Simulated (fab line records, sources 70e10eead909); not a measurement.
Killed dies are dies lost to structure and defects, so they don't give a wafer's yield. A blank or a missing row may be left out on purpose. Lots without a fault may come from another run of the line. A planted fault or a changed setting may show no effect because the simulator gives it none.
A struck lot beside a sound one | flow nand_harc | 15 steps out of a route of 1302
Sound: wafers L623.2, L623.3, L623.5. Struck: wafers L634.1, L634.4, L634.5. The cause comes at the end.
At each step with rows: each side's tool, then ch and its chambers, then its first start. Under that, the readings that differ: sound wafers | struck wafers | difference of the means | sigmas: that difference in standard deviations of wafers without a fault.
alike: readings whose means differ by less than 2 such deviations, and words and numbers that are the same on both sides. not compared: withheld readings, readings that some wafer has no value for, bounds like >300 that may hide the same value, and numbers for which the record gives no deviation and whose values overlap.
The two part at a step that has a row with sigmas, a row that says differs or no value, or rows on one side only. Numbers that don't overlap but have no deviation are shown without sigmas and don't part them. A reading that every wafer of one side lacks parts them only if that side has two wafers or more.

NHARC_A_STAIRCASE_ETCH_253: etches the open film in C4F8/O2, target depth 50 nm, time 20.2 s.
  sound on rie_diel-04 ch 0,1,2, day 17 06:36; struck on rie_diel-04 ch 1,2, day 21 16:07
  alike: oes_product_au, rf_vpp_V
  not compared: rf_hours_counter_h
NHARC_A_STAIRCASE_STRIP_254: strips in O2.
  sound on plasma_asher-01 ch 0,1, day 17 06:44; struck on plasma_asher-02 ch 0,1, day 21 16:15
  alike: drypump_motor_current_A, heater_power_w
  not compared: rf_hours_counter_h
then, 3 steps without rows for these wafers: NHARC_A_STAIRCASE_STRIP_255 (strips in SPM, time 900 s); NHARC_A_STAIRCASE_PRECLEAN_256 (cleans in SC1); NHARC_A_STAIRCASE_SRD_257.
NHARC_A_STAIRCASE_HM_DEP_456: deposits aC, target thk 3100 nm.
  sound on acl_dep-03 ch 0, day 17 10:37; struck on acl_dep-03 ch 0, day 21 20:08
  alike: throttle_valve_pct
NHARC_A_STAIRCASE_DEP_259: deposits SiON, target thk 30 nm.
  sound on pecvd-02 ch 0, day 17 12:09; struck on pecvd-02 ch 0,2, day 21 22:00
  alike: heater_power_w
then, 5 steps without rows for these wafers: NHARC_A_STAIRCASE_DEHYDRATE_260 (time 120 s); NHARC_A_STAIRCASE_HMDS_261 (time 30 s); NHARC_A_STAIRCASE_COAT_262; NHARC_A_STAIRCASE_SOFTBAKE_263 (time 170 s); NHARC_A_STAIRCASE_EBR_264.
NHARC_A_STAIRCASE_EXPOSE_265: exposes mask CHOP 200.
  sound on krf_scanner-04 ch 0, day 17 12:51; struck on krf_scanner-01 ch 0, day 21 22:36
  reading              | sound                | struck               | difference | sigmas
  exposure_dose_mJ_cm2 | 24.977 24.982 24.985 | 25.553 25.580 25.567 | +0.585     | +24
  alike: mask
then, 1 step without rows for these wafers: NHARC_A_STAIRCASE_PEB_266 (peb time 130 s).
-- the record jumps here: 8 days lie between the struck wafers' starts before and after (it left off in module A_STAIRCASE and takes up again in module END, whose first step shown is number 1302 of the route) --
NHARC_END_SORT_01:
  sound on prober-02 ch 0, day 25 10:20; struck on prober-02 ch 0, day 30 04:38
  reading         | sound    | struck   | difference | sigmas
  killed_at_array | 25 20 19 | 78 77 71 | +54        | +3
  killed_dies     | 27 25 24 | 90 85 77 | +59        | +3
  alike: killed_at_other, killed_at_periphery, killed_open, killed_short

WHERE THEY PART
First at NHARC_A_STAIRCASE_EXPOSE_265; last, within this record, at NHARC_END_SORT_01.

WHY: what the simulator had put in
Process parameter drift: krf_scanner-01, from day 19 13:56 on, at NHARC_A_STAIRCASE_EXPOSE_265. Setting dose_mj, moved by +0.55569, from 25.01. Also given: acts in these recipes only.
